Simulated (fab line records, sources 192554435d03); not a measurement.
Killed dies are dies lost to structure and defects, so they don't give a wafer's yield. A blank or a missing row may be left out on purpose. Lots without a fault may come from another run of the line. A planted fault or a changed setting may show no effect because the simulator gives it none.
Split-lot experiment | flow n5_finfet | 7 lots, 39 wafers read, on a route of 1938 steps

THE SPLIT
At N5_DUMMY_GATE_ETCH_37 (etches SOC in N2/H2, target depth 60 nm, overetch 30 nm), the setting source_w was moved away from the recipe's 840 W on 18 of the 39 wafers read, by -7.3% to +15.2%. The other wafers ran this setting at the recipe's value.

The reading is taken at the split's own step.

THE READING
rf_vpp_V, in V, at N5_DUMMY_GATE_ETCH_37 (etches SOC in N2/H2, target depth 60 nm, overetch 30 nm). Fault-free wafers of this fab line usually give 525.1 V, standard deviation 2.5 V.

wafer  | tool, chamber at the split | source_w as run, W | against the recipe | rf_vpp_V, V | against lot-mates on the recipe
L075.1 | rie_diel-03, 0             | 778.4              | -7.3%              | 542.2       | +15.6
L075.2 | rie_diel-03, 1             | 840                | recipe             | 527.8       | -
L075.3 | rie_diel-03, 3             | 778.4              | -7.3%              | 540.4       | +13.8
L075.4 | rie_diel-03, 2             | 840                | recipe             | 525.6       | -
L075.5 | rie_diel-03, 2             | 778.4              | -7.3%              | 538.2       | +11.6
L075.6 | rie_diel-03, 1             | 840                | recipe             | 526.5       | -
L079.1 | rie_diel-05, 3             | 915.6              | +9.0%              | 508.0       | -18.9
L079.2 | rie_diel-05, 2             | 915.6              | +9.0%              | 511.5       | -15.4
L079.3 | rie_diel-05, 1             | 840                | recipe             | 528.8       | -
L079.4 | rie_diel-05, 0             | 840                | recipe             | 525.2       | -
L079.5 | rie_diel-05, 1             | 840                | recipe             | 526.6       | -
L079.6 | rie_diel-05, 0             | 915.6              | +9.0%              | 512.7       | -14.2
L085.1 | rie_diel-06, 2             | 840                | recipe             | 522.3       | -
L085.4 | rie_diel-06, 3             | 840                | recipe             | 520.7       | -
L085.5 | rie_diel-06, 1             | 840                | recipe             | 526.2       | -
L088.1 | rie_diel-05, 0             | 898                | +6.9%              | 515.7       | -10.4
L088.2 | rie_diel-05, 2             | 898                | +6.9%              | 515.1       | -11.0
L088.3 | rie_diel-05, 3             | 840                | recipe             | 523.3       | -
L088.4 | rie_diel-05, 1             | 840                | recipe             | 528.0       | -
L088.5 | rie_diel-05, 1             | 898                | +6.9%              | 515.5       | -10.6
L088.6 | rie_diel-05, 2             | 840                | recipe             | 527.0       | -
L089.1 | rie_diel-06, 3             | 840                | recipe             | 519.4       | -
L089.2 | rie_diel-06, 1             | 894                | +6.4%              | 514.6       | -7.8
L089.3 | rie_diel-06, 0             | 840                | recipe             | 525.9       | -
L089.4 | rie_diel-06, 2             | 840                | recipe             | 521.8       | -
L089.5 | rie_diel-06, 1             | 894                | +6.4%              | 513.7       | -8.7
L089.6 | rie_diel-06, 2             | 894                | +6.4%              | 511.3       | -11.1
L094.1 | rie_diel-05, 3             | 840                | recipe             | 524.7       | -
L094.2 | rie_diel-05, 1             | 840                | recipe             | 527.9       | -
L094.3 | rie_diel-05, 2             | 912                | +8.6%              | 510.4       | -16.1
L094.4 | rie_diel-05, 0             | 912                | +8.6%              | 512.1       | -14.4
L094.5 | rie_diel-05, 1             | 840                | recipe             | 526.9       | -
L094.6 | rie_diel-05, 2             | 912                | +8.6%              | 512.7       | -13.8
L097.1 | rie_diel-05, 2             | 840                | recipe             | 524.8       | -
L097.2 | rie_diel-05, 1             | 968                | +15.2%             | 502.4       | -22.2
L097.3 | rie_diel-05, 3             | 840                | recipe             | 522.0       | -
L097.4 | rie_diel-05, 0             | 968                | +15.2%             | 503.0       | -21.6
L097.5 | rie_diel-05, 2             | 840                | recipe             | 527.0       | -
L097.6 | rie_diel-05, 3             | 968                | +15.2%             | 498.2       | -26.4

THE FIT
A straight line over all 39 wafers: rf_vpp_V changes by -1.67 V for each +1% of source_w; r = -0.97; the points scatter about the line by 2.4 V.
The same after taking each lot's own level away (the mean of its wafers on the recipe; 39 wafers): -1.64 V for each +1%; r = -0.98; scatter 2 V.
On that fit, the largest move of source_w shifts the reading by 25 V.
The lots' own levels span 522.37 to 526.87 V, that is 1.8 times the standard deviation above.
So the lot-to-lot level changes the slope little: the two slopes agree.
Check: with one of the wafers moved furthest among these (+15.2%) left out of the fit, the line predicts -25.3 V for it against its lot-mates. It came out at -22.2 V against them.
Tool readings at the split's step, against how far the setting was moved: rf_vpp_V r = -0.97.

OTHER SPLITS ON THESE WAFERS
These wafers also went through other splits before the reading. Each is held against what the fit with the lots' levels taken away leaves over:
other split on the same wafers        | wafers away from the commonest value | r with rf_vpp_V (lot level and that fit taken away)
N5_PMOS_HMC_CHANNEL_EPI_EPI_20 temp_c | 12                                   | -0.28
N5_DUMMY_GATE_EXPOSE_12 dose_mj       | 9                                    | +0.29

THE FILE'S OWN FIT
rf_vpp_V changes by -1.63 V for each +1% of source_w, r = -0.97.
